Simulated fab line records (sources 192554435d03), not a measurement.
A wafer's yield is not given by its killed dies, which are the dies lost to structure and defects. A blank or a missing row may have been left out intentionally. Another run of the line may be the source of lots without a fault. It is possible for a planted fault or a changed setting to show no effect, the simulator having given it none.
The same fault as seen by 3 desks ; flow n5Finfet ; every desk sees just its own numbers, and what lay behind them comes last

== THE DEFECT DESK ==
What the inspections along the route counted, lot by lot: means of the sampled wafers that have a number. If a lot's mean is further than 4 standard deviations from the usual mean, the lot is out of limits and carries the mark OUT (the distance appears in the brackets).
Columns: A = rawDefectCount at N5_HKMG_FIN_INSPECT_28, usual 43
lot;first seen here;A
L311;day 4 10:37;56
L312;day 4 15:33;41
L318;day 6 02:18;28
L319;day 6 10:53;35
L328;day 8 12:37;51
L329;day 8 18:56;52
L330;day 9 05:38;38
L331;day 9 14:11;70
L332;day 9 21:35;47
L334;day 10 03:02;89
This desk's verdict: no lot among the 10 shows anything out of limits.

== AT THE TOOL OWNER'S DESK: lithoTrack-02 ==
The tool's own readings at N5_GATE_CUT_COAT_34 (time 60 s, resist thk 60 nm): means of the sampled wafers that have a number, for each lot that ran on this tool. If a lot's mean is further than 4 standard deviations from the usual mean, the lot is out of limits and carries the mark OUT (the distance appears in the brackets).
Columns: A = resistLineTempC at N5_GATE_CUT_COAT_34, usual 22.99 C; B = spinSpeedRpm at N5_GATE_CUT_COAT_34, usual 1500.0 rpm
lot;first seen here;A;B
L312;day 4 19:20;22.96;1499.9
L319;day 6 14:13;22.99;1499.8
L328;day 8 17:11;22.92;1593.5 (+94) OUT
L329;day 8 22:37;22.90;1594.8 (+95) OUT
This desk's finding: out of limits on L328, L329; first on L328, day 8 17:11 (spinSpeedRpm at N5_GATE_CUT_COAT_34). L312, L319 stayed within limits.

== AT THE METROLOGY DESK ==
Lot by lot, what the gauges showed, no matter which tool ran the lot: averages of those sampled wafers that carry a number. If a lot's mean is further than 4 standard deviations from the usual mean, the lot is out of limits and carries the mark OUT (the distance appears in the brackets). Shown here are 7 of its 10 readings, the ones lying furthest out on some lot.
Columns: A = DIBL_N at N5_BEOL_M4_RC_MEAS_101, usual 36.1 mV/V; B = DIBL_P at N5_BEOL_M4_RC_MEAS_101, usual 35.7 mV/V; C = IOFF_N at N5_BEOL_M4_RC_MEAS_101, usual 0.159 nA/um; D = ION_N at N5_BEOL_M4_RC_MEAS_101, usual 673 uA/um; E = ION_P at N5_BEOL_M4_RC_MEAS_101, usual 462 uA/um; F = VT_N at N5_BEOL_M4_RC_MEAS_101, usual 249.7 mV; G = VT_P at N5_BEOL_M4_RC_MEAS_101, usual -250 mV
lot;first seen here;A;B;C;D;E;F;G
L311;day 7 22:14;33.4;33.7;0.125;662;462;252.0;-249
L312;day 8 03:34;35.7;36.7;0.168;677;459;246.7;-253
L318;day 9 07:34;37.3;35.2;0.157;674;460;249.7;-250
L319;day 9 18:08;35.5;35.7;0.144;665;460;251.4;-250
L328;day 12 12:33;36.2;37.0;0.189;686;465;246.0;-250
L329;day 12 17:29;37.8;37.5;0.175;680;464;248.1;-249
L330;day 12 18:56;36.3;33.5;0.143;660;452;252.2;-254
L331;day 13 17:08;35.7;36.4;0.144;677;462;251.4;-251
L332;day 13 21:15;36.2;35.9;0.173;676;460;249.5;-251
L334;day 14 16:55;37.4;35.8;0.160;675;472;248.7;-248
This desk's verdict: no lot among the 10 shows anything out of limits.

== BROUGHT TOGETHER ==
On L328, L329, at day 8 17:11, an alarm was possible from the tool owner's desk.
The defect desk saw nothing out of limits.
The metrology desk saw nothing out of limits.
The defect desk has L328, L329 on record, within its limits.
The metrology desk has L328, L329 on record, within its limits.
Of the lots named, all ran N5_GATE_CUT_COAT_34 on lithoTrack-02.

== WHAT THE SIMULATOR HAD PUT IN ==
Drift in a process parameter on lithoTrack-02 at N5_GATE_CUT_COAT_34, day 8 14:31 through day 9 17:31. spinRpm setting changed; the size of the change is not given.
Struck lots among those shown: L328, L329.
How many hours passed from the start of the fault until each desk's first out-of-limits reading: the tool owner's desk, 3.
